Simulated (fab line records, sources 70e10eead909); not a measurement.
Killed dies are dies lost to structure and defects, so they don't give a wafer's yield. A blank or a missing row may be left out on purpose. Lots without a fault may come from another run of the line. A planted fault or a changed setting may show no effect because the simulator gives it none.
fab line records | flow nand_harc
record lots=19 wafers=57 last_day=27
route steps=1159 shown P_BONDPAD@367 A_CHANNEL_FILL_D1@495 A_STAIRCASE@558
lots that met no fault: from a run of the same line without faults
start_h: hours from the record's first day to the start of the lot's first wafer shown | wait_h: hours since the lot's step before | " the same as in the row above | L1.1+2: a row that stands for several wafers | - no value, or no start given | * or withheld: withheld | < > ~ a bound
route shown NAME@n: a module of which the file shows steps, and the number in the route of the first | usual: mean/standard deviation of fault-free wafers | same: alike in all rows | chamber/n: place in a boat | sites: the reading at each site | _std_site: their standard deviation | _edge_site: outer sites' mean less inner sites' | radius_mm: how far each site lies from the wafer's centre | mask NAME#n: copy n | behind: the tool/chamber that last shaped the wafer | hold: why the lot was held/for how many hours/how that ended | device: the transistor (n, p or np) that didn't switch | end of line: the same wafers' tests at the end of the route | a step without rows: its recipe alone | killed: dies lost to structure and defects at the first sort, not the wafer's yield | map: a wafer's dies, x killed, . not, _ none there
set.NAME: the setting as run; set.NAME@STEP: as run at that earlier step | model.NAME: the simulator's own value behind a step, which no gauge read
steps of the route over a sample of lots; a table a step, a row a wafer
services: from which hour (start_h, from the record's first day; less than 0 if before it) a tool's chamber was out of use, for how many hours, and why
## steps
# step NHARC_P_BONDPAD_DESCUM_11
# recipe time_s=3 o2_flow_sccm=200 ar_flow_sccm=0 bias_power_w=0 chemistry=O2
# usual chamber_pressure_mTorr=60.00/0.055 drypump_motor_current_A=5.46/0.27 oes_product_au=1.000/0.008 rf_vpp_V=57.9/0.87 showerhead_plenum_p_Torr=1.93/0.074 throttle_valve_pct=11.312/0.0082
# columns lot.wafer tool chamber start_h wait_h chamber_pressure_mTorr drypump_motor_current_A oes_product_au rf_hours_counter_h rf_vpp_V showerhead_plenum_p_Torr throttle_valve_pct
L074.1 rie_diel-08 0 119.16 - 60.00 5.33 1.008 14 57.9 1.90 11.319
L074.6 " 0 " " 59.96 5.32 0.996 - 57.1 1.90 11.314
L074.5 " 1 " " 59.99 5.15 1.006 - 59.1 1.96 11.317
L075.3 rie_diel-08 1 141.18 - 60.01 5.15 1.006 0 57.3 1.96 11.325
L075.2 " 2 " " 59.97 5.90 0.994 1 58.3 2.05 11.303
L075.6 " 2 " " 60.01 5.90 0.999 - 57.8 2.05 11.303
L076.3 rie_diel-08 3 142.28 - 59.89 5.50 0.990 1 56.9 1.98 11.313
L076.4 " 0 " " 59.92 5.29 1.005 1 57.8 1.90 11.311
L076.1 " 2 " " 60.08 5.89 1.000 1 58.2 2.05 11.314
L077.4 rie_diel-08 1 144.70 - 59.98 5.16 1.016 1 57.8 1.96 11.311
L077.1 " 3 " " 59.89 5.49 0.993 1 59.7 1.98 11.318
L077.6 " 2 " " 60.04 5.91 0.997 - 58.8 2.05 11.303
L080.4 rie_diel-08 0 171.71 - 59.96 5.32 0.996 4 58.5 1.90 11.316
L080.2 " 2 " " 59.97 5.91 0.994 4 58.0 2.05 11.320
L080.1 " 3 " " 60.01 5.47 0.995 4 57.8 1.98 11.305
L082.4 rie_diel-08 0 172.83 - 59.92 5.30 0.991 4 57.0 1.90 11.297
L082.2 " 1 " " 60.00 5.16 1.005 4 57.9 1.96 11.308
L082.6 " 3 " " 60.03 5.46 1.003 - 57.1 1.98 11.313
L084.1 rie_diel-08 0 181.75 - 59.98 5.30 0.992 5 56.5 1.90 11.307
L084.3 " 1 " " 59.99 5.16 1.010 5 58.5 1.96 11.316
L084.5 " 3 " " 60.02 5.47 1.008 - 58.4 1.98 11.308
L083.3 rie_diel-11 1 182.77 - 60.00 5.69 1.008 59 57.4 1.95 11.320
L083.5 " 3 " " 60.12 5.76 1.001 - 56.4 1.88 11.312
L083.6 " 0 " " 60.03 5.51 1.003 - 59.0 1.81 11.320
L085.4 rie_diel-11 0 208.33 - 60.20 5.50 1.013 2 58.7 1.81 11.306
L085.6 " 3 " " 59.98 5.74 0.992 - 59.0 1.88 11.313
L085.5 " 0 " " 59.94 5.49 1.004 - 58.3 1.81 11.313
L088.2 rie_diel-08 2 209.46 - 59.99 5.90 0.994 8 58.9 2.05 11.311
L088.5 " 0 " " 60.01 5.31 0.998 - 58.9 1.89 11.331
L088.6 " 1 " " 59.98 5.15 0.996 - 57.5 1.96 11.312
L086.4 rie_diel-11 3 210.07 - 60.01 5.77 0.995 3 56.1 1.88 11.302
L086.2 " 1 " " 59.95 5.70 1.005 2 58.0 1.94 11.316
L086.6 " 3 " " 59.97 5.76 0.993 - 56.7 1.88 11.321
L087.4 rie_diel-08 0 222.83 - 59.97 5.32 0.997 8 56.9 1.89 11.314
L087.5 " 1 " " 59.99 5.16 1.009 - 58.6 1.96 11.314
L087.6 " 2 " " 60.03 5.93 0.990 - 58.3 2.05 11.304
L089.2 rie_diel-09 3 233.40 - 60.06 5.23 0.990 59 57.0 1.93 11.320
L089.3 " 0 " " 60.00 4.85 0.990 58 58.2 1.82 11.317
L089.6 " 3 " " 59.92 5.21 0.990 - 58.6 1.93 11.314
L091.4 rie_diel-08 3 235.62 - 60.01 5.48 1.018 10 57.8 1.98 11.303
L091.1 " 0 " " 60.07 5.32 1.006 10 59.8 1.89 11.312
L091.3 " 1 " " 59.99 5.16 1.018 10 58.8 1.96 11.308
L092.2 rie_diel-09 0 236.58 - 60.05 4.84 0.997 59 57.0 1.82 11.303
L092.5 " 1 " " 60.01 5.39 1.004 - 56.3 1.77 11.309
L092.6 " 2 " " 60.00 5.27 0.989 - 57.6 1.94 11.312
L094.1 rie_diel-09 3 246.09 - 59.98 5.23 0.997 63 58.5 1.93 11.308
L094.6 " 0 " " 59.96 4.82 0.997 - 58.1 1.82 11.306
L094.5 " 1 " " 59.97 5.40 0.986 - 56.7 1.76 11.304
L093.2 rie_diel-08 0 250.73 - 59.99 5.33 0.993 11 58.7 1.89 11.322
L093.1 " 1 " " 59.88 5.16 1.000 11 57.6 1.96 11.327
L093.5 " 3 " " 59.99 5.48 0.996 - 58.5 1.98 11.314
L095.1 rie_diel-08 0 255.62 - 60.01 5.31 0.988 11 59.2 1.89 11.306
L095.2 " 2 " " 60.05 5.90 0.989 12 57.0 2.05 11.320
L095.6 " 1 " " 59.99 5.15 0.998 - 57.7 1.96 11.303
L097.3 rie_diel-08 0 275.31 - 59.96 5.31 1.017 13 57.0 1.89 11.306
L097.4 " 1 " " 59.99 5.14 1.013 13 59.6 1.96 11.321
L097.6 " 1 " " 60.07 5.16 1.004 - 57.5 1.96 11.315
# step NHARC_P_BONDPAD_ETCH_37
# recipe target_depth_a=600 overetch_a=180 time_s=65.91 ion_energy_ev=200 n2_flow_sccm=150 h2_flow_sccm=150 ar_flow_sccm=0 rf_w=400 bias_w=150 chemistry=N2/H2
# usual chamber_pressure_mTorr=30.001/0.027 drypump_motor_current_A=5.50/0.28 oes_product_au=1.001/0.0079 rf_vpp_V=431.4/2.4 showerhead_plenum_p_Torr=2.07/0.082 throttle_valve_pct=14.172/0.0088
# columns lot.wafer tool chamber start_h wait_h chamber_pressure_mTorr drypump_motor_current_A oes_product_au rf_hours_counter_h rf_vpp_V showerhead_plenum_p_Torr throttle_valve_pct
L074.1 rie_diel-08 1 119.26 0.1 30.012 5.17 1.016 14 433.9 2.09 14.187
L074.6 " 2 " " 30.027 5.92 0.993 - 433.8 2.19 14.166
L074.5 " 3 " " 30.017 5.49 1.004 - 431.2 2.12 14.186
L075.2 rie_diel-08 3 141.27 0.1 30.015 5.49 0.999 1 433.9 2.12 14.158
L075.3 " 0 " " 29.978 5.31 0.992 0 429.4 2.02 14.172
L075.6 " 3 " " 30.072 5.49 1.002 - 432.9 2.12 14.185
L076.1 rie_diel-08 0 142.37 0.1 29.975 5.30 0.986 1 430.1 2.02 14.152
L076.4 " 1 " " 30.019 5.17 1.002 1 431.2 2.09 14.182
L076.3 " 2 " " 30.009 5.92 0.983 1 435.5 2.19 14.181
L077.1 rie_diel-08 3 144.79 0.1 30.034 5.50 0.992 1 430.9 2.12 14.169
L077.4 " 0 " " 29.986 5.32 0.998 1 428.3 2.02 14.167
L077.6 " 0 " " 30.011 5.31 1.007 - 430.9 2.02 14.174
L080.4 rie_diel-08 3 171.79 0.1 30.046 5.49 1.000 4 431.2 2.11 14.175
L080.1 " 0 " " 29.966 5.32 1.002 4 430.1 2.02 14.158
L080.2 " 1 " " 30.042 5.17 1.008 4 431.3 2.09 14.177
L082.4 rie_diel-08 3 172.91 0.1 30.052 5.47 0.997 4 433.3 2.11 14.186
L082.2 " 1 " " 30.050 5.16 1.013 4 431.2 2.09 14.175
L082.6 " 3 " " 30.007 5.47 0.991 - 432.0 2.11 14.186
L084.3 rie_diel-08 3 181.83 0.1 29.965 5.49 1.006 5 432.6 2.11 14.177
L084.1 " 1 " " 29.998 5.17 1.019 5 431.9 2.09 14.159
L084.5 " 2 " " 30.017 5.91 1.014 - 435.2 2.19 14.175
L083.3 rie_diel-11 3 182.87 0.1 30.010 5.73 0.993 56 430.0 2.00 14.180
L083.6 " 2 " " 30.034 5.76 0.993 - 428.7 2.01 14.171
L083.5 " 3 " " 29.976 5.74 0.986 - 430.4 2.00 14.186
L085.4 rie_diel-11 0 208.41 0.1 30.010 5.50 1.006 2 426.7 1.92 14.166
L085.5 " 0 " " 29.980 5.50 1.013 - 427.7 1.92 14.180
L085.6 " 1 " " 29.991 5.69 1.015 - 430.9 2.07 14.172
L088.2 rie_diel-08 1 209.54 0.1 30.018 5.15 1.010 8 430.6 2.09 14.177
L088.5 " 0 " " 30.038 5.30 0.997 - 431.1 2.02 14.179
L088.6 " 1 " " 29.940 5.16 1.009 - 431.9 2.09 14.167
L086.4 rie_diel-11 2 210.18 0.1 29.954 5.74 1.011 2 431.3 2.01 14.178
L086.2 " 1 " " 29.990 5.71 0.997 2 430.8 2.07 14.172
L086.6 " 2 " " 29.991 5.78 1.000 - 430.4 2.01 14.172
L087.4 rie_diel-08 0 222.90 0.1 30.000 5.33 0.998 8 430.1 2.02 14.188
L087.5 " 1 " " 30.041 5.17 1.005 - 431.2 2.09 14.155
L087.6 " 2 " " 29.950 5.91 0.996 - 434.8 2.19 14.174
L089.2 rie_diel-09 1 233.48 0.1 29.983 5.41 0.995 57 425.2 1.88 14.164
L089.3 " 2 " " 30.019 5.29 0.985 59 432.3 2.06 14.182
L089.6 " 0 " " 30.016 4.86 0.997 - 428.3 1.93 14.170
L091.1 rie_diel-08 3 235.71 0.1 29.993 5.49 1.000 10 432.5 2.11 14.174
L091.3 " 0 " " 30.022 5.33 1.013 10 429.6 2.02 14.169
L091.4 " 1 " " 30.022 5.16 1.010 10 432.4 2.09 14.172
L092.2 rie_diel-09 1 236.65 0.1 30.004 5.40 0.995 58 426.0 1.88 14.177
L092.6 " 3 " " 30.013 5.29 1.005 - 430.7 2.06 14.161
L092.5 " 0 " " 29.986 4.86 0.993 - 427.5 1.93 14.165
L094.1 rie_diel-09 2 246.15 0.1 29.998 5.28 0.990 63 431.5 2.06 14.169
L094.5 " 2 " " 29.999 5.30 0.997 - 430.2 2.06 14.185
L094.6 " 3 " " 29.985 5.24 0.992 - 430.9 2.06 14.161
L093.2 rie_diel-08 3 250.82 0.1 30.007 5.47 0.993 11 432.2 2.11 14.178
L093.1 " 0 " " 30.002 5.30 0.998 11 431.6 2.02 14.180
L093.5 " 2 " " 29.980 5.93 0.986 - 433.9 2.19 14.185
L095.1 rie_diel-08 2 255.71 0.1 30.002 5.91 1.005 12 434.8 2.19 14.162
L095.2 " 0 " " 29.959 5.29 1.010 11 430.2 2.02 14.181
L095.6 " 3 " " 29.973 5.49 1.016 - 433.7 2.11 14.177
L097.3 rie_diel-08 2 275.39 0.1 29.970 5.91 1.012 13 434.2 2.19 14.186
L097.4 " 0 " " 29.987 5.29 1.007 13 429.4 2.02 14.171
L097.6 " 3 " " 30.017 5.51 1.004 - 430.9 2.11 14.173
# step NHARC_A_CHANNEL_FILL_D1_ALD_15
# recipe target_thk_a=20 pulse_time_s=60 ald_cycles=19 temp_c=630 pressure_torr=2 material=SiNx
# usual chamber_pressure_Torr=2.001/0.0049 precursor_pulse_height_rel=0.999/0.02 susceptor_temp_C=630.02/0.3
# columns lot.wafer tool chamber start_h wait_h chamber_pressure_Torr precursor_pulse_height_rel susceptor_temp_C
L074.1 ald_sin_batch-02 0 - - 2.002 0.982 -
L074.5 " 0 " " 2.002 1.004 -
L074.6 " 0 " " 2.002 0.974 -
L075.2 ald_sin_batch-02 0 - - 1.995 0.979 630.01
L075.3 " 0 " " 1.995 1.008 630.20
L075.6 " 0 " " 1.996 0.989 630.30
L076.1 ald_sin_batch-02 0 - - 1.997 0.992 629.79
L076.3 " 0 " " 1.992 0.997 629.52
L076.4 " 0 " " 1.999 0.982 629.29
L077.1 ald_sin_batch-02 0 - - 2.008 0.988 629.95
L077.4 " 0 " " 2.003 0.983 629.38
L077.6 " 0 " " 2.004 1.000 629.73
L082.2 ald_sin_batch-02 0 - - 2.003 1.013 630.20
L082.4 " 0 " " 2.003 1.009 630.23
L082.6 " 0 " " 1.996 1.007 629.90
L080.1 ald_sin_batch-01 0 - - 2.004 0.987 630.36
L080.2 " 0 " " 2.002 1.027 629.84
L080.4 " 0 " " 2.005 1.023 629.96
L083.3 ald_sin_batch-03 0 - - 1.995 1.001 630.20
L083.5 " 0 " " 1.998 0.955 629.84
L083.6 " 0 " " 2.004 0.981 629.95
L084.1 ald_sin_batch-03 0 - - 1.995 1.005 630.08
L084.3 " 0 " " 2.000 0.998 630.19
L084.5 " 0 " " 1.999 1.004 630.35
L086.2 ald_sin_batch-01 0 268.18 3.1 1.998 1.020 630.18
L086.4 " 0 " " 2.004 1.003 630.47
L086.6 " 0 " " 1.997 0.989 630.47
L088.2 ald_sin_batch-01 0 268.18 2.8 2.004 1.001 629.73
L088.5 " 0 " " 2.007 1.015 629.94
L088.6 " 0 " " 2.006 1.022 629.72
L085.4 ald_sin_batch-03 0 272.26 3.3 2.004 0.992 -
L085.5 " 0 " " 1.994 1.009 -
L085.6 " 0 " " 2.003 0.980 -
L087.4 ald_sin_batch-01 0 - - 1.993 0.978 629.72
L087.5 " 0 " " 1.991 0.998 630.22
L087.6 " 0 " " 1.995 0.990 630.01
L089.2 ald_sin_batch-01 0 - - 1.995 1.012 630.48
L089.3 " 0 " " 2.001 1.037 629.96
L089.6 " 0 " " 1.999 0.987 630.34
L091.1 ald_sin_batch-02 0 - - 2.001 0.972 630.49
L091.3 " 0 " " 2.000 0.963 630.10
L091.4 " 0 " " 2.011 1.012 630.27
L092.2 ald_sin_batch-03 0 - - 2.009 1.022 629.91
L092.5 " 0 " " 2.001 0.993 630.02
L092.6 " 0 " " 2.002 0.967 629.78
L093.1 ald_sin_batch-01 0 - - 2.001 0.998 630.03
L093.2 " 0 " " 2.000 1.003 629.65
L093.5 " 0 " " 2.000 0.986 629.71
L094.1 ald_sin_batch-01 0 - - 1.993 0.989 630.06
L094.5 " 0 " " 2.000 1.009 629.87
L094.6 " 0 " " 2.005 1.012 629.93
L095.1 ald_sin_batch-02 0 316.07 2.9 1.999 0.978 630.22
L095.2 " 0 " " 1.994 0.966 630.38
L095.6 " 0 " " 1.997 1.019 630.22
L097.3 ald_sin_batch-02 0 - - 2.007 0.984 -
L097.4 " 0 " " 2.006 1.043 -
L097.6 " 0 " " 2.005 0.996 -
# step NHARC_A_STAIRCASE_ETCH_21
# recipe target_depth_a=1000 time_s=40.5 ion_energy_ev=400 c4f8_flow_sccm=20 o2_flow_sccm=10 ar_flow_sccm=withheld rf_w=600 bias_w=1000 chemistry=C4F8/O2
# usual chamber_pressure_mTorr=25.00/0.04 oes_product_au=0.950/0.014 rf_vpp_V=895/5.7
# columns lot.wafer tool chamber start_h wait_h chamber_pressure_mTorr oes_product_au rf_hours_counter_h rf_vpp_V
L074.1 rie_diel-11 0 - - 24.99 0.973 8 889
L074.5 " 1 " " 25.03 0.971 - 897
L074.6 " 2 " " 24.99 0.943 - 894
L076.4 rie_diel-13 3 - - 24.91 0.936 53 887
L076.1 " 0 " " 25.02 0.923 51 899
L076.3 " 1 " " 25.01 0.927 51 894
L075.2 rie_diel-09 2 - - 25.02 0.948 65 898
L075.3 " 0 " " 25.02 0.942 64 890
L075.6 " 2 " " 24.99 0.951 - 898
L077.1 rie_diel-09 1 - - 24.97 0.947 64 888
L077.4 " 3 " " 25.01 0.954 64 896
L077.6 " 2 " " 24.99 0.932 - 898
L082.4 rie_diel-11 3 - - 25.00 0.944 32 894
L082.2 " 2 " " 25.04 0.945 32 894
L082.6 " 0 " " 24.98 0.967 - 888
L080.2 rie_diel-09 3 - - 25.03 0.947 11 897
L080.1 " 2 " " 24.95 0.937 8 897
L080.4 " 0 " " 25.01 0.951 - 890
L084.3 rie_diel-11 3 - - 25.00 0.946 37 894
L084.1 " 0 " " 24.99 0.952 38 890
L084.5 " 1 " " 25.02 0.964 - 897
L083.3 rie_diel-09 2 - - 25.00 0.932 10 897
L083.5 " 3 " " 24.99 0.946 - 896
L083.6 " 0 " " 25.39 0.931 - 891
L088.2 rie_diel-09 0 - - 25.00 0.939 16 890
L088.5 " 1 " " 24.97 0.940 - 907
L088.6 " 2 " " 25.00 0.945 - 897
L086.2 rie_diel-13 3 - - 24.95 0.936 8 906
L086.4 " 1 " " 25.01 0.941 10 894
L086.6 " 3 " " 24.98 0.939 - 906
L085.4 rie_diel-13 3 - - 24.99 0.968 9 907
L085.5 " 3 " " 25.00 0.965 - 906
L085.6 " 0 " " 25.01 0.956 - 898
L087.4 rie_diel-09 2 - - 24.98 0.946 22 896
L087.6 " 0 " " 24.99 0.973 - 889
L087.5 " 1 " " 25.04 0.952 - 906
L089.2 rie_diel-09 1 - - 25.03 0.980 20 906
L089.3 " 2 " " 25.00 0.977 23 897
L089.6 " 1 " " 25.01 0.972 - 906
L091.1 rie_diel-13 3 - - 24.97 0.977 18 906
L091.4 " 0 " " 25.04 0.983 19 897
L091.3 " 1 " " 24.99 0.969 20 891
L092.2 rie_diel-09 1 - - 25.01 0.941 23 907
L092.6 " 1 " " 24.97 0.937 - 905
L092.5 " 2 " " 24.99 0.940 - 897
L094.1 rie_diel-13 2 - - 24.97 0.959 22 890
L094.6 " 3 " " 24.99 0.942 - 906
L094.5 " 0 " " 25.01 0.944 - 899
L093.1 rie_diel-09 1 - - 24.95 0.923 25 905
L093.2 " 2 " " 25.00 0.932 28 899
L093.5 " 3 " " 24.96 0.937 - 896
L095.1 rie_diel-11 1 - - 24.98 0.964 59 896
L095.2 " 0 " " 24.98 0.952 62 887
L095.6 " 2 " " 25.00 0.950 - 894
L097.3 rie_diel-13 3 - - 25.05 0.951 34 905
L097.4 " 1 " " 25.01 0.958 34 892
L097.6 " 0 " " 25.00 0.962 - 897
# step NHARC_A_STAIRCASE_TRIM_191
# recipe time_s=211.2 o2_flow_sccm=500 ar_flow_sccm=0 bias_w=0 chemistry=O2
# usual chamber_pressure_mTorr=60.00/0.06 drypump_motor_current_A=5.6/0.4 oes_product_au=1.002/0.009 rf_vpp_V=57.6/0.97 showerhead_plenum_p_Torr=3.49/0.14 throttle_valve_pct=17.037/0.0095
# columns lot.wafer tool chamber start_h wait_h chamber_pressure_mTorr drypump_motor_current_A oes_product_au rf_hours_counter_h rf_vpp_V showerhead_plenum_p_Torr throttle_valve_pct
L074.1 rie_diel-09 3 - - 60.07 5.3 1.000 55 58.7 3.56 17.036
L074.6 " 1 " " 59.84 5.4 0.977 - 57.0 3.28 17.038
L074.5 " 2 " " 60.08 5.3 0.990 - 58.7 3.57 17.059
L075.2 rie_diel-13 2 - - 59.95 5.7 1.003 52 57.3 3.34 17.027
L075.3 " 3 " " 59.97 6.5 0.989 54 56.6 3.28 17.042
L075.6 " 3 " " 60.08 6.5 1.000 - 58.9 3.28 17.028
L076.3 rie_diel-11 3 - - 59.89 5.8 1.009 19 59.3 3.46 17.049
L076.4 " 0 " " 59.85 5.5 1.019 19 58.3 3.33 17.027
L076.1 " 1 " " 60.00 5.7 1.002 17 56.6 3.57 17.044
L077.1 rie_diel-13 2 - - 60.02 5.7 0.994 52 56.1 3.34 17.041
L077.4 " 1 " " 60.03 5.3 0.998 53 57.8 3.45 17.025
L077.6 " 2 " " 59.92 5.7 1.006 - 59.6 3.34 17.040
L082.2 rie_diel-11 2 - - 60.08 5.8 1.007 35 57.8 3.46 17.047
L082.4 " 3 " " 60.01 5.7 1.009 35 57.8 3.45 17.030
L082.6 " 0 " " 59.99 5.5 0.998 - 57.5 3.33 17.029
L080.1 rie_diel-13 2 - - 60.01 5.7 1.013 5 58.9 3.33 17.047
L080.4 " 3 " " 60.04 6.5 1.003 4 56.2 3.81 17.030
L080.2 " 0 " " 59.98 5.5 0.996 4 57.3 3.59 17.032
L084.3 rie_diel-09 0 - - 59.96 4.8 0.998 12 57.8 3.35 17.035
L084.1 " 3 " " 60.07 5.2 1.014 14 57.4 3.55 17.054
L084.5 " 2 " " 59.94 5.3 0.991 - 57.8 3.56 17.036
L083.3 rie_diel-09 3 - - 59.94 5.3 1.003 15 55.8 3.55 17.040
L083.6 " 0 " " 59.93 4.8 0.990 - 58.4 3.35 17.032
L083.5 " 2 " " 59.98 5.3 0.991 - 56.6 3.56 17.052
L088.2 rie_diel-13 0 - - 60.05 5.4 1.013 10 58.8 3.59 17.032
L088.6 " 0 " " 59.97 5.5 1.010 - 59.0 3.59 17.033
L088.5 " 1 " " 59.94 5.4 0.999 - 58.9 3.44 17.044
L086.2 rie_diel-11 0 - - 59.96 5.5 1.012 45 58.3 3.32 17.046
L086.4 " 1 " " 60.02 5.7 1.010 42 57.1 3.56 17.029
L086.6 " 3 " " 60.01 5.7 1.004 - 58.0 3.45 17.040
L085.4 rie_diel-09 2 - - 59.85 5.3 1.005 18 58.2 3.55 17.046
L085.5 " 2 " " 60.09 5.3 0.987 - 56.5 3.55 17.042
L085.6 " 3 " " 60.08 5.2 1.006 - 56.0 3.54 17.051
L087.4 rie_diel-13 0 - - 60.01 5.5 1.010 16 58.0 3.59 17.039
L087.5 " 0 " " 59.93 5.4 1.013 - 58.6 3.59 17.052
L087.6 " 1 " " 60.11 5.4 1.011 - 58.3 3.44 17.034
L089.2 rie_diel-11 0 - - 59.98 5.5 1.008 52 57.3 3.32 17.028
L089.3 " 3 " " 59.93 5.7 0.992 52 57.7 3.44 17.044
L089.6 " 0 " " 59.90 5.5 1.016 - 56.2 3.32 17.025
L091.1 rie_diel-13 0 - - 60.03 5.4 1.011 19 58.4 3.58 17.024
L091.3 " 1 " " 60.02 5.4 1.001 20 57.3 3.44 17.031
L091.4 " 2 " " 59.99 5.7 1.016 20 56.5 3.32 17.017
L092.2 rie_diel-13 3 - - 59.93 6.6 1.010 21 57.3 3.80 17.040
L092.6 " 3 " " 59.98 6.6 1.003 - 57.4 3.80 17.034
L092.5 " 0 " " 60.04 5.4 1.019 - 57.5 3.58 17.025
L094.1 rie_diel-11 3 - - 60.06 5.7 0.993 57 56.7 3.44 17.036
L094.5 " 2 " " 60.03 5.8 1.010 - 58.8 3.45 17.051
L094.6 " 3 " " 60.00 5.8 0.994 - 58.0 3.44 17.059
L093.2 rie_diel-09 1 - - 60.01 5.4 0.996 30 57.7 3.79 17.033
L093.1 " 2 " " 59.86 5.3 0.986 32 57.5 3.54 17.034
L093.5 " 1 " " 59.98 5.4 1.000 - 58.5 3.79 17.036
L095.1 rie_diel-13 0 - - 60.01 5.4 1.010 29 57.6 3.58 17.047
L095.2 " 3 " " 60.14 6.6 0.988 28 57.3 3.79 17.019
L095.6 " 0 " " 60.00 5.5 1.012 - 57.5 3.58 17.033
L097.4 rie_diel-09 0 - - 59.99 4.8 0.996 38 55.7 3.34 17.025
L097.3 " 1 " " 59.97 5.4 0.995 38 57.7 3.79 17.039
L097.6 " 2 " " 60.10 5.3 0.994 - 57.8 3.54 17.027
# step NHARC_A_STAIRCASE_TRIM_196
# recipe time_s=211.2 o2_flow_sccm=500 ar_flow_sccm=0 bias_w=0 chemistry=O2
# usual chamber_pressure_mTorr=60.00/0.06 drypump_motor_current_A=5.5/0.41 oes_product_au=1.001/0.0091 rf_vpp_V=57.8/0.91 showerhead_plenum_p_Torr=3.50/0.15 throttle_valve_pct=17.036/0.009
# columns lot.wafer tool chamber start_h wait_h chamber_pressure_mTorr drypump_motor_current_A oes_product_au rf_hours_counter_h rf_vpp_V showerhead_plenum_p_Torr throttle_valve_pct
L074.1 rie_diel-13 0 225.87 0.1 60.10 5.5 1.006 43 59.0 3.60 17.020
L074.5 " 0 " " 60.02 5.5 0.998 - 57.0 3.60 17.031
L074.6 " 1 " " 60.01 5.4 1.008 - 59.1 3.46 17.044
L075.2 rie_diel-13 3 258.75 1.6 60.06 6.5 0.993 56 56.0 3.27 17.043
L075.3 " 0 " " 59.93 5.5 0.988 54 59.6 3.60 17.052
L075.6 " 3 " " 60.01 6.6 1.003 - 55.4 3.27 17.047
L076.1 rie_diel-13 2 259.22 0.1 60.01 5.7 1.001 55 56.7 3.34 17.027
L076.4 " 3 " " 60.08 6.6 0.995 57 58.5 3.27 17.037
L076.3 " 0 " " 60.00 5.5 0.989 54 57.9 3.60 17.035
L077.1 rie_diel-11 1 259.25 0.1 59.95 5.7 1.014 18 58.3 3.57 17.039
L077.4 " 0 " " 59.96 5.5 1.022 21 58.5 3.33 17.032
L077.6 " 1 " " 60.00 5.7 1.011 - 57.4 3.57 17.038
L082.4 rie_diel-11 1 288.28 0.1 60.04 5.7 1.000 33 58.5 3.57 17.036
L082.2 " 2 " " 60.10 5.8 0.997 35 57.7 3.46 17.050
L082.6 " 3 " " 59.91 5.8 0.989 - 57.0 3.45 17.031
L080.1 rie_diel-09 2 294.11 0.1 60.05 5.3 1.006 10 58.0 3.56 17.047
L080.2 " 3 " " 60.01 5.2 1.004 13 57.3 3.55 17.036
L080.4 " 3 " " 59.92 5.3 1.005 - 57.9 3.55 17.035
L084.1 rie_diel-09 0 297.59 0.1 60.08 4.8 0.992 13 58.5 3.35 17.021
L084.3 " 2 " " 59.95 5.3 0.988 12 57.7 3.56 17.043
L084.5 " 2 " " 60.02 5.3 0.987 - 58.0 3.56 17.035
L083.3 rie_diel-11 3 298.30 0.1 59.99 5.7 1.001 39 58.9 3.45 17.039
L083.5 " 2 " " 59.96 5.8 0.989 - 56.6 3.46 17.027
L083.6 " 3 " " 60.11 5.8 0.998 - 56.9 3.45 17.036
L088.2 rie_diel-13 1 313.80 0.1 60.06 5.4 1.004 11 58.5 3.44 17.019
L088.5 " 0 " " 59.97 5.4 1.006 - 56.7 3.59 17.034
L088.6 " 1 " " 60.03 5.4 0.993 - 56.3 3.44 17.039
L086.4 rie_diel-09 2 314.58 0.1 59.96 5.3 0.993 17 56.9 3.55 17.047
L086.2 " 3 " " 60.02 5.2 1.008 20 57.2 3.54 17.025
L086.6 " 3 " " 59.99 5.2 1.004 - 56.8 3.54 17.035
L085.4 rie_diel-11 1 319.42 1.3 59.93 5.7 1.010 45 56.4 3.56 17.034
L085.6 " 2 " " 60.04 5.7 1.018 - 57.2 3.45 17.023
L085.5 " 3 " " 59.97 5.8 1.013 - 56.3 3.45 17.030
L087.4 rie_diel-13 2 331.60 0.1 59.95 5.7 1.015 17 57.3 3.32 17.037
L087.5 " 2 " " 60.07 5.7 1.007 - 57.0 3.32 17.040
L087.6 " 3 " " 60.02 6.5 0.999 - 57.8 3.80 17.029
L089.2 rie_diel-09 2 336.85 0.1 60.00 5.3 0.993 24 57.9 3.55 17.048
L089.3 " 0 " " 59.88 4.8 1.003 28 57.3 3.34 17.026
L089.6 " 1 " " 60.00 5.4 0.990 - 59.5 3.80 17.040
L091.3 rie_diel-09 3 347.62 0.1 60.00 5.2 1.007 32 58.5 3.54 17.046
L091.4 " 0 " " 60.02 4.9 1.010 30 57.5 3.34 17.050
L091.1 " 1 " " 60.01 5.4 0.995 23 58.3 3.79 17.037
L092.2 rie_diel-13 3 350.99 0.1 60.04 6.6 1.002 21 58.6 3.80 17.023
L092.5 " 2 " " 59.93 5.7 1.024 - 57.1 3.32 17.036
L092.6 " 3 " " 60.03 6.5 0.997 - 57.3 3.80 17.022
L094.1 rie_diel-11 2 355.10 0.1 60.04 5.8 1.015 57 57.6 3.45 17.015
L094.6 " 2 " " 60.01 5.8 1.022 - 55.7 3.45 17.033
L094.5 " 3 " " 60.02 5.7 1.015 - 57.6 3.44 17.023
L093.1 rie_diel-09 2 362.58 0.1 60.09 5.3 1.001 33 58.7 3.54 17.046
L093.2 " 3 " " 59.98 5.2 1.009 38 57.5 3.53 17.041
L093.5 " 2 " " 60.00 5.3 1.002 - 56.9 3.54 17.027
L095.1 rie_diel-09 2 368.56 0.1 60.12 5.3 0.992 34 57.5 3.54 17.033
L095.2 " 0 " " 60.00 4.8 0.993 33 58.3 3.34 17.039
L095.6 " 1 " " 59.99 5.4 0.989 - 58.3 3.79 17.047
L097.3 rie_diel-09 0 380.24 0.1 59.99 4.9 1.002 38 57.0 3.34 17.034
L097.4 " 1 " " 60.03 5.4 1.008 38 58.7 3.79 17.028
L097.6 " 0 " " 59.97 4.8 1.002 - 57.2 3.34 17.046
## services
# columns tool chamber start_h hours kind
rie_diel-08 3 96.93 9.8 repair
rie_diel-13 - 99.20 9.0 pm
rie_diel-09 0 110.66 - clean
rie_diel-09 1 110.66 - clean
rie_diel-09 2 110.66 - clean
rie_diel-09 3 110.66 - clean
rie_diel-08 - 124.84 9.0 pm
rie_diel-09 0 135.16 - clean
rie_diel-11 0 136.05 3.2 repair
rie_diel-09 1 136.78 2.4 repair
rie_diel-08 - 159.65 0.1 repair
rie_diel-11 - 189.65 9.0 pm
rie_diel-13 2 225.68 4.4 repair
rie_diel-11 1 241.89 9.1 repair
rie_diel-09 - 254.15 9.0 pm
rie_diel-08 2 258.79 7.1 repair
ald_sin_batch-03 - 260.67 6.4 repair
rie_diel-13 - 276.20 9.0 pm
rie_diel-09 1 290.16 10.6 repair
rie_diel-08 1 301.77 1.6 repair
rie_diel-08 - 301.86 9.0 pm
ald_sin_batch-03 - 314.00 26.0 pm
rie_diel-09 - 350.67 2.0 repair
rie_diel-11 - 366.68 9.0 pm
## key
fault none
